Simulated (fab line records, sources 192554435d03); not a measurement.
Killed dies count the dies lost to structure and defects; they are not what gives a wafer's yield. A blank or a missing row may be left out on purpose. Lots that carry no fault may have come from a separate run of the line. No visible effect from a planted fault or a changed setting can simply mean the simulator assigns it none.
fab line records    flow n5-finfet
[record] lots = 7  wafers = 39
route steps=1938 shown WELL_APT@26 FIN_CUT@173 SD_EPI_P@310 SDB@373 MOL_CONTACT_COAG@609 BEOL_M0@736 BEOL_M2@890 BEOL_M5@1112 BEOL_M7@1263 BEOL_M9@1459 BEOL_M12@1616 BEOL_M14@1716 TV_OPEN@1890 PASSIVATION@1936
start-h: hours from the record's opening day to when the first of the lot's shown wafers began    wait-h: time in hours since the lot's previous step    " as in the row above    L1.1+2: several wafers, shown together as one row    - either no value or no given start    * or withheld: withheld    < > ~ a bound
route shown NAME@n: names a module that has steps shown in the file, with the first one's number in the route    usual: average and standard deviation across the fault-free wafers    same: alike in all rows    chamber/n: place in a boat    sites: each site's reading    _std_site: the values' standard deviation    _edge_site: inner sites' mean taken away from outer sites' mean    radius-mm: how far each site lies from the wafer's centre    mask NAME#n: copy n    behind: the tool/chamber that last shaped the wafer    hold: reason for holding the lot/hours on hold/outcome of the hold    device: the transistor (n, p or np) that didn't switch    end of line: tests of these same wafers at the route's end    for a step that has no rows: nothing shown but its recipe    killed: at the first sort, the dies lost to defects and structure; wafer yield is something else    map: dies across one wafer; x = killed, . = not, _ = none there
set.NAME: the setting that was run; set.NAME@STEP: the one run at that earlier step    model.NAME: the simulator's own value behind a step, which no gauge read
lots run with intentionally changed settings; tables by step, rows by wafer
[[steps]]
[step N5_WELL_APT_DEVELOP_07]
[recipe] develop-time-s = 45  rinse-liquid = surfactant-rinse  dry = air-spin  dev-temp-c = 21
[step N5_FIN_CUT_CUT_ETCH_26]
[recipe] chemistry = CH3F/O2  target = SiNx  target-depth-a = 390  mask-material = SOC  time-s = 55.7  pressure-mtorr = 30  source-w = 395  bias-w = 73  Ar_flow_sccm = 150  CH3F_flow_sccm = 30  O2_flow_sccm = 20  ion-energy-ev = 120
[step N5_SD_EPI_P_ETCHBACK_46]
[recipe] chemistry = CH3F/O2  mode = anisotropic-etchback  target = SiNx  target-depth-a = 175  stop-on = SiO2  over-etch-frac = 0.3  ion-energy-ev = 120  pressure-mtorr = 30  source-w = 395  bias-w = 73  Ar_flow_sccm = 150  CH3F_flow_sccm = 30  O2_flow_sccm = 20
[step N5_SDB_ALD_29]
[recipe] material = SiNx  target-thk-a = 300  temp-c = 400  ald-precursor-family = SiH2I2  ald-co-reactant = N2/H2-plasma  pulse-time-s = 1  ald-cycles = 600  purge-time-s = 2  co-reactant-purge-time-s = 2  pressure-torr = 2
[step N5_MOL_CONTACT_COAG_ETCHBACK_134]
[recipe] chemistry = CHF3  target = SiO2  target-depth-a = 100  time-s = 6.7  ion-energy-ev = 200  pressure-mtorr = 30  source-w = 610  bias-w = 170  Ar_flow_sccm = 200  CHF3_flow_sccm = 50
[step N5_BEOL_M0_SPUTTER_132]
[recipe] material = Cu  target-thk-a = 40  temp-c = -20  chamber-pressure-pa = 0.07  power-w = withheld  time-s = 7.37
[step N5_BEOL_M2_TRENCH_ETCH_37]
[recipe] chemistry = C4F6/O2  target-depth-a = 555.55  target = SiOC  time-s = 29.2  ion-energy-ev = 250  pressure-mtorr = 30  source-w = 355  bias-w = 185  Ar_flow_sccm = 300  C4F6_flow_sccm = 10  O2_flow_sccm = 10
[step N5_BEOL_M5_ILD_DEP_00]
[recipe] material = SiCOH_lowk  target-thk-a = 1406.4  temp-c = 300  precursor = DEMS/porogen  pressure-torr = 5  rf-w = 500  time-s = 25.9
[step N5_BEOL_M7_ILD_DEP_00]
[recipe] material = SiCOH_lowk  target-thk-a = 1797.5  temp-c = 300  precursor = DEMS/porogen  pressure-torr = 5  rf-w = 500  time-s = 33.4
[step N5_BEOL_M9_SURFACE_TREAT_79]
[recipe] gas = Ar  time-s = *  ion-energy-ev = *  ion-current-ma-cm2 = 0.5  pressure-mtorr = *  ar-flow-sccm = 30
[step N5_BEOL_M12_ETCH_59]
[recipe] chemistry = N2/H2  target = BARC  target-depth-a = 890  overetch-a = 267  time-s = 67.9  ion-energy-ev = 200  pressure-mtorr = 30  source-w = 840  bias-w = 150  n2-flow-sccm = 200  h2-flow-sccm = 200
[step N5_BEOL_M14_ILD_DEP_00]
[recipe] material = SiO2  target-thk-a = 11193  temp-c = 400  precursor = TEOS/O2  pressure-torr = 6.5  rf-w = 900  teos-flow-sccm = 161.4  gas = O2  flow-sccm = 2650  time-s = 237.4
[step N5_PASSIVATION_ETCH_15]
[recipe] chemistry = CF4/N2  target = SiCN  target-depth-a = 750  taper-deg = 2  time-s = 81.2  ion-energy-ev = 150  mask-material = SiNx  pressure-mtorr = 40  source-w = 430  bias-w = 70  Ar_flow_sccm = 100  cf4-flow-sccm = 60  n2-flow-sccm = 60
[step N5_PASSIVATION_PROBE_49]
[usual] killed_at_M0_to_M3 = 35/12
lot.wafer  tool       chamber  start-h  wait-h  set.develop-time-s@WELL_APT_DEVELOP_07  set.time-s@FIN_CUT_CUT_ETCH_26  set.target-depth-a@SD_EPI_P_ETCHBACK_46  set.ald-cycles@SDB_ALD_29  set.time-s@MOL_CONTACT_COAG_ETCHBACK_134  set.target-thk-a@BEOL_M0_SPUTTER_132  set.target-depth-a@BEOL_M2_TRENCH_ETCH_37  set.target-thk-a@BEOL_M5_ILD_DEP_00  set.target-thk-a@BEOL_M7_ILD_DEP_00  set.time-s@BEOL_M9_SURFACE_TREAT_79  set.target-depth-a@BEOL_M12_ETCH_59  set.time-s@BEOL_M14_ILD_DEP_00  set.target-depth-a@PASSIVATION_ETCH_15  killed_at_M0_to_M3
L082.2     prober-01  -        332.50   0.1     45                                      55.7                            175                                      600                        6.7                                       40                                    555.55                                     1406.4                               1797.5                               *                                    890                                  237.4                           750                                     42
L082.4     prober-01  -        332.60   0.2     45                                      55.7                            175                                      600                        6.7                                       40                                    555.55                                     1406.4                               1797.5                               *                                    890                                  237.4                           750                                     53
L082.6     prober-01  -        332.70   0.3     45                                      55.7                            175                                      600                        6.7                                       40                                    555.55                                     1406.4                               1797.5                               *                                    890                                  237.4                           750                                     41
L080.1     prober-01  -        333.30   0.0     45                                      27.53                           175                                      600                        6.7                                       40                                    555.55                                     1406.4                               2750                                 *                                    890                                  237.4                           750                                     53
L080.2     prober-01  -        333.35   0.1     45                                      55.7                            175                                      913                        10.33                                     40                                    555.55                                     1113                                 1797.5                               *                                    890                                  237.4                           750                                     44
L080.3     prober-01  -        333.40   0.1     53.2                                    27.53                           175                                      913                        6.7                                       40                                    702                                        1113                                 2750                                 *                                    890                                  347.6                           750                                     39
L080.4     prober-01  -        333.45   0.2     45                                      27.53                           175                                      600                        10.33                                     26.38                                 702                                        1113                                 1797.5                               *                                    890                                  347.6                           750                                     35
L080.5     prober-01  -        333.50   0.2     53.2                                    55.7                            175                                      600                        10.33                                     26.38                                 555.55                                     1406.4                               1797.5                               *                                    890                                  237.4                           750                                     28
L080.6     prober-01  -        333.55   0.3     53.2                                    55.7                            175                                      913                        6.7                                       26.38                                 702                                        1406.4                               2750                                 *                                    890                                  347.6                           750                                     23
L087.1     prober-01  -        380.78   0.0     54.66                                   65.82                           175                                      941                        6.7                                       40                                    555.55                                     1406.4                               1797.5                               *                                    890                                  237.4                           585.7                                   44
L087.2     prober-01  -        380.83   0.1     54.66                                   55.7                            175                                      600                        6.7                                       40                                    257.3                                      1406.4                               1797.5                               *                                    356.9                                302.2                           585.7                                   1119
L087.3     prober-01  -        380.88   0.1     45                                      55.7                            175                                      941                        6.7                                       40                                    555.55                                     855.5                                1797.5                               *                                    356.9                                237.4                           750                                     16
L087.4     prober-01  -        380.93   0.2     45                                      65.82                           175                                      600                        6.7                                       40                                    257.3                                      855.5                                1797.5                               *                                    890                                  302.2                           585.7                                   1109
L087.5     prober-01  -        380.98   0.2     45                                      55.7                            175                                      600                        6.7                                       40                                    555.55                                     855.5                                1797.5                               *                                    890                                  302.2                           750                                     23
L087.6     prober-01  -        381.03   0.3     54.66                                   65.82                           175                                      941                        6.7                                       40                                    257.3                                      1406.4                               1797.5                               *                                    356.9                                237.4                           750                                     1110
L090.1     prober-01  -        403.99   0.0     68.08                                   55.7                            239.3                                    600                        6.7                                       40                                    555.55                                     1406.4                               2664                                 *                                    890                                  237.4                           750                                     26
L090.2     prober-01  -        404.04   0.1     68.08                                   86.13                           239.3                                    357                        6.7                                       55.29                                 250.6                                      1663                                 1797.5                               *                                    890                                  316.9                           750                                     1104
L090.3     prober-01  -        404.09   0.1     45                                      55.7                            175                                      600                        4.847                                     55.29                                 555.55                                     1406.4                               1797.5                               *                                    890                                  316.9                           1188                                    30
L090.4     prober-01  -        404.14   0.2     45                                      86.13                           175                                      600                        6.7                                       40                                    250.6                                      1406.4                               1797.5                               *                                    890                                  237.4                           1188                                    1052
L090.5     prober-01  -        404.19   0.2     68.08                                   55.7                            175                                      357                        4.847                                     40                                    555.55                                     1663                                 2664                                 *                                    890                                  237.4                           750                                     51
L090.6     prober-01  -        404.24   0.3     45                                      86.13                           239.3                                    357                        4.847                                     55.29                                 250.6                                      1663                                 2664                                 *                                    890                                  316.9                           1188                                    1105
L091.1     prober-01  -        433.12   0.0     45                                      55.7                            256.6                                    600                        6.7                                       40                                    256.2                                      1406.4                               1797.5                               *                                    603.5                                237.4                           750                                     1110
L091.2     prober-01  -        433.17   0.1     45                                      42.41                           175                                      600                        6.7                                       40                                    555.55                                     812.7                                2304                                 *                                    890                                  237.4                           750                                     32
L091.3     prober-01  -        433.22   0.1     45                                      55.7                            175                                      600                        4.161                                     63.53                                 256.2                                      1406.4                               2304                                 *                                    890                                  349.6                           750                                     1121
L091.4     prober-01  -        433.27   0.2     45                                      55.7                            256.6                                    600                        6.7                                       63.53                                 555.55                                     1406.4                               1797.5                               *                                    890                                  349.6                           750                                     26
L091.5     prober-01  -        433.32   0.2     45                                      42.41                           256.6                                    600                        4.161                                     40                                    256.2                                      812.7                                1797.5                               *                                    603.5                                349.6                           750                                     1103
L091.6     prober-01  -        433.37   0.3     45                                      42.41                           175                                      600                        4.161                                     63.53                                 555.55                                     812.7                                2304                                 *                                    603.5                                237.4                           750                                     44
L094.1     prober-02  -        453.21   0.0     45                                      55.7                            239.9                                    600                        9.779                                     47.45                                 555.55                                     1721                                 1797.5                               *                                    1107                                 237.4                           750                                     32
L094.2     prober-02  -        453.26   0.1     30.11                                   55.7                            239.9                                    600                        9.779                                     40                                    555.55                                     1721                                 1431                                 *                                    1107                                 237.4                           750                                     39
L094.3     prober-02  -        453.31   0.1     30.11                                   82.5                            175                                      600                        6.7                                       40                                    555.55                                     1406.4                               1797.5                               *                                    890                                  237.4                           750                                     24
L094.4     prober-02  -        453.36   0.2     45                                      55.7                            175                                      304                        6.7                                       47.45                                 555.55                                     1406.4                               1431                                 *                                    890                                  237.4                           447.9                                   49
L094.5     prober-02  -        453.41   0.2     30.11                                   82.5                            239.9                                    304                        6.7                                       40                                    555.55                                     1721                                 1797.5                               *                                    890                                  237.4                           447.9                                   25
L094.6     prober-02  -        453.46   0.3     45                                      82.5                            175                                      304                        9.779                                     47.45                                 555.55                                     1406.4                               1431                                 *                                    1107                                 237.4                           447.9                                   22
L095.1     prober-02  -        468.82   0.0     45                                      70.42                           211.5                                    716                        6.7                                       32.52                                 555.55                                     1406.4                               2319                                 *                                    890                                  237.4                           750                                     29
L095.2     prober-02  -        468.87   0.1     45                                      55.7                            175                                      716                        6.7                                       32.52                                 555.55                                     1406.4                               2319                                 *                                    890                                  237.4                           487.3                                   53
L095.3     prober-02  -        468.92   0.1     45                                      70.42                           175                                      600                        6.7                                       32.52                                 828.3                                      1406.4                               1797.5                               *                                    890                                  237.4                           487.3                                   40
L095.4     prober-02  -        468.97   0.2     45                                      55.7                            211.5                                    600                        6.7                                       40                                    555.55                                     1406.4                               1797.5                               *                                    890                                  237.4                           750                                     37
L095.5     prober-02  -        469.02   0.2     45                                      70.42                           211.5                                    600                        6.7                                       40                                    828.3                                      1406.4                               2319                                 *                                    890                                  237.4                           487.3                                   33
L095.6     prober-02  -        469.07   0.3     45                                      55.7                            175                                      716                        6.7                                       40                                    828.3                                      1406.4                               1797.5                               *                                    890                                  237.4                           750                                     46
// killed by level:class
L082.2 MOL_CONTACT_COAG:geometric-particle:open=23 BEOL_M0_SAQP:geometric-particle:short=9 BEOL_M3:geometric-particle:open=8 HKMG_FIN:area-etch=8 FIN_SAQP:geometric-particle:open=7 BEOL_M0_SAQP:geometric-particle:open=6 ILD0:geometric-particle:open=5 GATE_CUT:geometric-particle:short=5
L082.4 BEOL_M0_SAQP:geometric-particle:short=19 MOL_CONTACT_COAG:geometric-particle:open=13 BEOL_M1:geometric-particle:open=10 BEOL_M0_SAQP:geometric-particle:open=9 BEOL_M2:geometric-particle:open=8 FIN_SAQP:geometric-particle:open=6 FIN_SAQP:geometric-particle:short=6 BEOL_M4:geometric-particle:open=4
L082.6 BEOL_M0_SAQP:geometric-particle:open=13 MOL_CONTACT_COAG:geometric-particle:open=12 BEOL_M2:geometric-particle:open=9 BEOL_M0_SAQP:geometric-particle:short=8 BEOL_M4:geometric-particle:open=6 DUMMY_GATE:geometric-particle:open=4 BEOL_M1:geometric-particle:open=4 FIN_SAQP:geometric-particle:short=3
L080.1 BEOL_M7:area-etch=1039 FIN_SAQP:geometric-particle:open=15 BEOL_M1:geometric-particle:open=15 BEOL_M4:geometric-particle:open=13 MOL_CONTACT_COAG:geometric-particle:open=12 BEOL_M0_SAQP:geometric-particle:short=8 BEOL_M2:geometric-particle:open=8 STI_FIN_REVEAL:geometric-particle:open=7
L080.2 FIN_SAQP:geometric-particle:open=23 BEOL_M2:geometric-particle:open=18 MOL_CONTACT_COAG:geometric-particle:open=13 FIN_SAQP:geometric-particle:short=10 HKMG_FIN:area-etch=9 FIN_CUT:area-etch=9 BEOL_M1:geometric-particle:open=8 GATE_CUT:geometric-particle:short=7
L080.3 BEOL_M7:area-etch=1075 FIN_SAQP:geometric-particle:open=11 BEOL_M0_SAQP:geometric-particle:short=10 MOL_CONTACT_COAG:geometric-particle:open=9 BEOL_M0_SAQP:geometric-particle:open=7 BEOL_M2:geometric-particle:open=7 STI_FIN_REVEAL:geometric-particle:open=6 BEOL_M1:geometric-particle:open=6
L080.4 MOL_CONTACT_COAG:geometric-particle:open=14 FIN_SAQP:geometric-particle:open=10 BEOL_M0_SAQP:geometric-particle:open=8 STI_FIN_REVEAL:geometric-particle:open=7 BEOL_M2:geometric-particle:open=5 MOL_CONTACT_COAG:geometric-particle:short=5 BEOL_M4:geometric-particle:open=5 FIN_SAQP:geometric-particle:short=4
L080.5 FIN_SAQP:geometric-particle:short=14 MOL_CONTACT_COAG:geometric-particle:open=14 FIN_SAQP:geometric-particle:open=9 BEOL_M2:geometric-particle:open=9 MOL_CONTACT_COAG:geometric-particle:short=4 BEOL_M0_SAQP:geometric-particle:short=4 BEOL_M1:geometric-particle:open=4 BEOL_M2:geometric-particle:short=4
L080.6 BEOL_M7:area-etch=1094 MOL_CONTACT_COAG:geometric-particle:open=12 FIN_SAQP:geometric-particle:open=8 BEOL_M1:geometric-particle:open=6 STI_FIN_REVEAL:geometric-particle:open=6 FIN_SAQP:geometric-particle:short=5 BEOL_M4:geometric-particle:open=5 BEOL_M2:geometric-particle:open=4
L087.1 TV_OPEN:area-etch=1004 FIN_SAQP:geometric-particle:short=14 STI_FIN_REVEAL:geometric-particle:open=13 BEOL_M2:geometric-particle:open=12 BEOL_M3:geometric-particle:open=9 BEOL_M4:geometric-particle:open=9 FIN_SAQP:geometric-particle:open=8 BEOL_M0_SAQP:geometric-particle:short=8
L087.2 BEOL_M2:area-ecd=1086 MOL_CONTACT_COAG:geometric-particle:open=11 BEOL_M3:geometric-particle:open=9 BEOL_M4:geometric-particle:open=8 STI_FIN_REVEAL:geometric-particle:open=7 BEOL_M0_SAQP:geometric-particle:short=7 FIN_SAQP:geometric-particle:short=6 BEOL_M2:geometric-particle:open=6
L087.3 BEOL_M12:area-etch=120 BEOL_M5:area-dep=83 BEOL_M4:geometric-particle:open=10 FIN_SAQP:geometric-particle:open=6 GATE_CUT:geometric-particle:short=6 HKMG_FIN:area-etch=6 FIN_SAQP:geometric-particle:short=5 STI_FIN_REVEAL:geometric-particle:open=5
L087.4 BEOL_M2:area-ecd=1085 STI_FIN_REVEAL:geometric-particle:open=11 FIN_SAQP:geometric-particle:short=8 DUMMY_GATE:geometric-particle:open=6 MOL_CONTACT_COAG:geometric-particle:open=6 BEOL_M0_SAQP:geometric-particle:short=6 BEOL_M3:geometric-particle:open=5 STARTING-WAFER:geometric-particle:short=5
L087.5 BEOL_M5:area-dep=278 BEOL_M3:geometric-particle:open=8 BEOL_M4:geometric-particle:open=8 FIN_SAQP:geometric-particle:short=7 STI_FIN_REVEAL:geometric-particle:open=7 BEOL_M0_SAQP:geometric-particle:short=6 BEOL_M5:geometric-particle:open=6 FIN_SAQP:geometric-particle:open=5
L087.6 BEOL_M2:area-ecd=1076 STI_FIN_REVEAL:geometric-particle:open=12 FIN_SAQP:geometric-particle:open=8 FIN_SAQP:geometric-particle:short=8 BEOL_M0_SAQP:geometric-particle:open=8 MOL_CONTACT_COAG:geometric-particle:open=7 BEOL_M3:geometric-particle:open=7 BEOL_M4:geometric-particle:open=7
L090.1 BEOL_M7:area-etch=1071 STI_FIN_REVEAL:geometric-particle:open=16 BEOL_M4:geometric-particle:open=12 MOL_CONTACT_COAG:geometric-particle:open=8 BEOL_M0_SAQP:geometric-particle:short=6 STI_FIN_REVEAL:geometric-particle:short=5 GATE_CUT:geometric-particle:short=5 FIN_SAQP:geometric-particle:short=4
L090.2 BEOL_M2:area-ecd=1071 FIN_SAQP:geometric-particle:short=11 BEOL_M0_SAQP:geometric-particle:short=11 FIN_SAQP:geometric-particle:open=8 MOL_CONTACT_COAG:geometric-particle:open=7 STI_FIN_REVEAL:geometric-particle:open=6 GATE_CUT:geometric-particle:short=6 BEOL_M0_SAQP:geometric-particle:open=6
L090.3 STI_FIN_REVEAL:geometric-particle:open=15 BEOL_M4:geometric-particle:open=14 MOL_CONTACT_COAG:geometric-particle:open=13 GATE_CUT:geometric-particle:short=9 BEOL_M0_SAQP:geometric-particle:open=9 GATE_CUT:geometric-particle:open=6 BEOL_M0_SAQP:geometric-particle:short=6 BEOL_M4:geometric-particle:short=5
L090.4 BEOL_M2:area-ecd=1002 BEOL_M0_SAQP:geometric-particle:short=19 BEOL_M0_SAQP:geometric-particle:open=14 FIN_SAQP:geometric-particle:open=12 MOL_CONTACT_COAG:geometric-particle:open=12 BEOL_M4:geometric-particle:open=10 FIN_SAQP:geometric-particle:short=9 DUMMY_GATE:geometric-particle:open=6
L090.5 BEOL_M7:area-etch=1047 BEOL_M0_SAQP:geometric-particle:short=17 BEOL_M1:geometric-particle:open=14 BEOL_M4:geometric-particle:open=13 BEOL_M0_SAQP:geometric-particle:open=12 MOL_CONTACT_COAG:geometric-particle:open=9 FIN_SAQP:geometric-particle:open=8 FIN_SAQP:geometric-particle:short=6
L090.6 BEOL_M2:area-ecd=1074 FIN_SAQP:geometric-particle:short=14 BEOL_M0_SAQP:geometric-particle:short=11 BEOL_M0_SAQP:geometric-particle:open=8 MOL_CONTACT_COAG:geometric-particle:open=8 BEOL_M4:geometric-particle:open=8 STI_FIN_REVEAL:geometric-particle:open=7 FIN_SAQP:geometric-particle:open=6
L091.1 BEOL_M2:area-ecd=1086 FIN_SAQP:geometric-particle:open=15 BEOL_M2:geometric-particle:open=11 MOL_CONTACT_COAG:geometric-particle:open=10 FIN_SAQP:geometric-particle:short=6 BEOL_M4:geometric-particle:open=6 STI_FIN_REVEAL:geometric-particle:open=4 MIM_BOT:geometric-particle:short=4
L091.2 BEOL_M5:area-dep=355 FIN_SAQP:geometric-particle:open=14 FIN_SAQP:geometric-particle:short=12 BEOL_M4:geometric-particle:open=10 MOL_CONTACT_COAG:geometric-particle:open=8 BEOL_M2:geometric-particle:open=7 DUMMY_GATE:geometric-particle:open=6 HKMG_FIN:area-etch=6
L091.3 BEOL_M2:area-ecd=1102 FIN_SAQP:geometric-particle:short=7 BEOL_M3:geometric-particle:open=6 FIN_SAQP:geometric-particle:open=5 ILD0:geometric-particle:open=5 DUMMY_GATE:geometric-particle:open=4 BEOL_M4:geometric-particle:open=4 BEOL_M5:geometric-particle:open=4
L091.4 FIN_SAQP:geometric-particle:short=17 FIN_SAQP:geometric-particle:open=14 BEOL_M2:geometric-particle:open=10 STI_FIN_REVEAL:geometric-particle:open=7 MOL_CONTACT_COAG:geometric-particle:open=6 BEOL_M4:geometric-particle:open=5 BEOL_M5:geometric-particle:open=5 STI_FIN_REVEAL:geometric-particle:short=3
L091.5 BEOL_M2:area-ecd=1071 FIN_SAQP:geometric-particle:short=14 FIN_SAQP:geometric-particle:open=13 BEOL_M2:geometric-particle:open=9 BEOL_M0:geometric-particle:open=6 BEOL_M4:geometric-particle:open=5 ILD0:geometric-particle:short=4 MOL_CONTACT_COAG:geometric-particle:open=4
L091.6 BEOL_M5:area-dep=346 FIN_SAQP:geometric-particle:open=18 BEOL_M2:geometric-particle:open=11 BEOL_M1:geometric-particle:open=10 MOL_CONTACT_COAG:geometric-particle:open=9 BEOL_M0_SAQP:geometric-particle:open=8 FIN_SAQP:geometric-particle:short=7 BEOL_M0_SAQP:geometric-particle:short=7
L094.1 MOL_CONTACT_COAG:geometric-particle:open=14 STI_FIN_REVEAL:geometric-particle:open=12 BEOL_M3:geometric-particle:open=11 FIN_SAQP:geometric-particle:open=10 BEOL_M4:geometric-particle:open=9 BEOL_M0_SAQP:geometric-particle:open=6 MOL_CONTACT_COAG:geometric-particle:short=5 BEOL_M4:geometric-particle:short=5
L094.2 HKMG_FIN:area-etch=11 FIN_SAQP:geometric-particle:open=9 STI_FIN_REVEAL:geometric-particle:open=9 MOL_CONTACT_COAG:geometric-particle:open=9 BEOL_M4:geometric-particle:open=9 BEOL_M2:geometric-particle:open=8 BEOL_M0_SAQP:geometric-particle:short=8 BEOL_M1:geometric-particle:open=6
L094.3 MOL_CONTACT_COAG:geometric-particle:open=14 BEOL_M4:geometric-particle:open=10 STI_FIN_REVEAL:geometric-particle:open=9 FIN_SAQP:geometric-particle:open=7 BEOL_M3:geometric-particle:open=7 BEOL_M0_SAQP:geometric-particle:short=6 MOL_CONTACT_COAG:geometric-particle:short=5 BEOL_M1:geometric-particle:open=5
L094.4 TV_OPEN:area-etch=1044 MOL_CONTACT_COAG:geometric-particle:open=19 FIN_SAQP:geometric-particle:open=15 BEOL_M0:geometric-particle:open=12 BEOL_M3:geometric-particle:open=12 BEOL_M1:geometric-particle:open=8 STI_FIN_REVEAL:geometric-particle:open=7 FIN_SAQP:geometric-particle:short=6
L094.5 TV_OPEN:area-etch=1061 MOL_CONTACT_COAG:geometric-particle:open=21 FIN_SAQP:geometric-particle:open=18 FIN_SAQP:geometric-particle:short=7 GATE_CUT:geometric-particle:short=7 STI_FIN_REVEAL:geometric-particle:open=6 BEOL_M0_SAQP:geometric-particle:open=5 BEOL_M4:geometric-particle:open=5
L094.6 TV_OPEN:area-etch=1091 MOL_CONTACT_COAG:geometric-particle:open=13 FIN_SAQP:geometric-particle:open=9 BEOL_M0_SAQP:geometric-particle:open=9 FIN_SAQP:geometric-particle:short=7 BEOL_M0_SAQP:geometric-particle:short=5 GATE_CUT:geometric-particle:short=4 MOL_CONTACT_COAG:geometric-particle:short=4
L095.1 FIN_SAQP:geometric-particle:open=8 STI_FIN_REVEAL:geometric-particle:open=7 MOL_CONTACT_COAG:geometric-particle:open=7 BEOL_M0_SAQP:geometric-particle:open=6 FIN_SAQP:geometric-particle:short=5 BEOL_M3:geometric-particle:open=5 BEOL_M2:geometric-particle:open=4 BEOL_M4:geometric-particle:open=4
L095.2 TV_OPEN:area-etch=1057 MOL_CONTACT_COAG:geometric-particle:open=17 BEOL_M0_SAQP:geometric-particle:short=13 STI_FIN_REVEAL:geometric-particle:open=8 BEOL_M1:geometric-particle:open=8 BEOL_M2:geometric-particle:open=8 BEOL_M4:geometric-particle:open=8 BEOL_M3:geometric-particle:open=7
L095.3 TV_OPEN:area-etch=1092 BEOL_M0_SAQP:geometric-particle:open=9 BEOL_M4:geometric-particle:open=8 BEOL_M2:geometric-particle:open=7 BEOL_M5:geometric-particle:open=6 BEOL_M3:geometric-particle:open=5 BEOL_M0_SAQP:geometric-particle:short=5 FIN_SAQP:geometric-particle:open=4
L095.4 BEOL_M0_SAQP:geometric-particle:short=9 FIN_SAQP:geometric-particle:short=7 MOL_CONTACT_COAG:geometric-particle:open=7 BEOL_M2:geometric-particle:open=7 BEOL_M4:geometric-particle:open=7 BEOL_M0_SAQP:geometric-particle:open=6 STI_FIN_REVEAL:geometric-particle:open=5 STARTING-WAFER:geometric-particle:open=5
L095.5 TV_OPEN:area-etch=1094 BEOL_M0_SAQP:geometric-particle:short=11 MOL_CONTACT_COAG:geometric-particle:open=10 BEOL_M4:geometric-particle:open=10 BEOL_M2:geometric-particle:open=9 STI_FIN_REVEAL:geometric-particle:open=5 GATE_CUT:geometric-particle:short=5 BEOL_M1:geometric-particle:open=4
L095.6 BEOL_M0_SAQP:geometric-particle:open=9 BEOL_M1:geometric-particle:open=9 GATE_CUT:geometric-particle:short=7 MOL_CONTACT_COAG:geometric-particle:open=7 DUMMY_GATE:geometric-particle:open=6 BEOL_M2:geometric-particle:open=6 BEOL_M3:geometric-particle:open=6 BEOL_M4:geometric-particle:open=6
[[key]]
[split] step = N5_WELL_APT_DEVELOP_07  setting = develop-time-s  stated-as = 45
response none clear
[split] step = N5_FIN_CUT_CUT_ETCH_26  setting = time-s  stated-as = 55.7
response none clear
[split] step = N5_SD_EPI_P_ETCHBACK_46  setting = target-depth-a  stated-as = 175
response none clear
[split] step = N5_SDB_ALD_29  setting = ald-cycles  stated-as = 600
response none clear
[split] step = N5_MOL_CONTACT_COAG_ETCHBACK_134  setting = time-s  stated-as = 6.7
response none clear
[split] step = N5_BEOL_M0_SPUTTER_132  setting = target-thk-a  stated-as = 40
response none clear
[split] step = N5_BEOL_M2_TRENCH_ETCH_37  setting = target-depth-a  stated-as = 555.55
[response] step = N5_PASSIVATION_PROBE_49  reading = killed_at_M0_to_M3  slope = -13  per = 1%  together-with = all  explained = 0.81
[split] step = N5_BEOL_M5_ILD_DEP_00  setting = target-thk-a  stated-as = 1406.4
response none clear
[split] step = N5_BEOL_M7_ILD_DEP_00  setting = target-thk-a  stated-as = 1797.5
response none clear
[split] step = N5_BEOL_M9_SURFACE_TREAT_79  setting = time-s  stated-as = *
response none clear
[split] step = N5_BEOL_M12_ETCH_59  setting = target-depth-a  stated-as = 890
response none clear
[split] step = N5_BEOL_M14_ILD_DEP_00  setting = time-s  stated-as = 237.4
response none clear
[split] step = N5_PASSIVATION_ETCH_15  setting = target-depth-a  stated-as = 750
response none clear
